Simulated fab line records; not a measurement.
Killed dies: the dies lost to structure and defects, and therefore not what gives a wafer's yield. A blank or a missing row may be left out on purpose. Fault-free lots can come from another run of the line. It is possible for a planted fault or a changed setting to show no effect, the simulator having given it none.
Chamber matching :: flow n5-finfet :: N5_BEOL_M4_PECVD_72 on pecvd-03: 3 sister chambers
The step deposits SiO2 from TEOS/O2, target thk 16 nm, time 18 s. 3 wafers are shown with their chamber, then 10 later ones without.

## WAFERS, EACH WITH ITS CHAMBER
wafer: L087.4
chamber: 2
throttle-valve-pct (%): 20.7

wafer: L091.1
chamber: 0
throttle-valve-pct (%): 21.9

wafer: L091.3
chamber: 1
throttle-valve-pct (%): 20.2

## WAFERS WITHOUT THEIR CHAMBER
wafer: L091.6
throttle-valve-pct (%): 20.3

wafer: L093.2
throttle-valve-pct (%): 21.9

wafer: L093.3
throttle-valve-pct (%): 21.2

wafer: L093.5
throttle-valve-pct (%): 21.8

wafer: L094.1
throttle-valve-pct (%): 21.7

wafer: L094.4
throttle-valve-pct (%): 21.0

wafer: L094.5
throttle-valve-pct (%): 20.3

wafer: L096.2
throttle-valve-pct (%): 21.4

wafer: L096.3
throttle-valve-pct (%): 21.8

wafer: L096.5
throttle-valve-pct (%): 21.1

## WHICH CHAMBER EACH ONE RAN IN
wafer: L091.6
from the rows above: can't be placed: 1 or 2
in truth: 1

wafer: L093.2
from the rows above: 0
in truth: 0

wafer: L093.3
from the rows above: can't be placed: 2 or 0 or 1
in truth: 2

wafer: L093.5
from the rows above: 0
in truth: 0

wafer: L094.1
from the rows above: 0
in truth: 0

wafer: L094.4
from the rows above: can't be placed: 2 or 1
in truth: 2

wafer: L094.5
from the rows above: can't be placed: 1 or 2
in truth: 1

wafer: L096.2
from the rows above: can't be placed: 0 or 2
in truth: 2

wafer: L096.3
from the rows above: 0
in truth: 0

wafer: L096.5
from the rows above: can't be placed: 2 or 0 or 1
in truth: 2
Correctly placed: 4 of 10. These rows do not allow placing 6 (true chamber among the candidates in 6). 0 placed wrongly.
How it was worked out, from the rows above alone: a wafer's distance from a chamber is the root of the sum, over the readings, of the square of ((its reading less the chamber's mean) divided by the reading's scatter). If the next closest chamber is less than 2 further off than the closest, the wafer can't be placed; otherwise it belongs to the closest. Each chamber's mean is taken over the wafers shown for it. The scatter (one wafer shown for each chamber): square how far every hidden wafer sits from the nearest shown wafer, average those squares and take the square root.
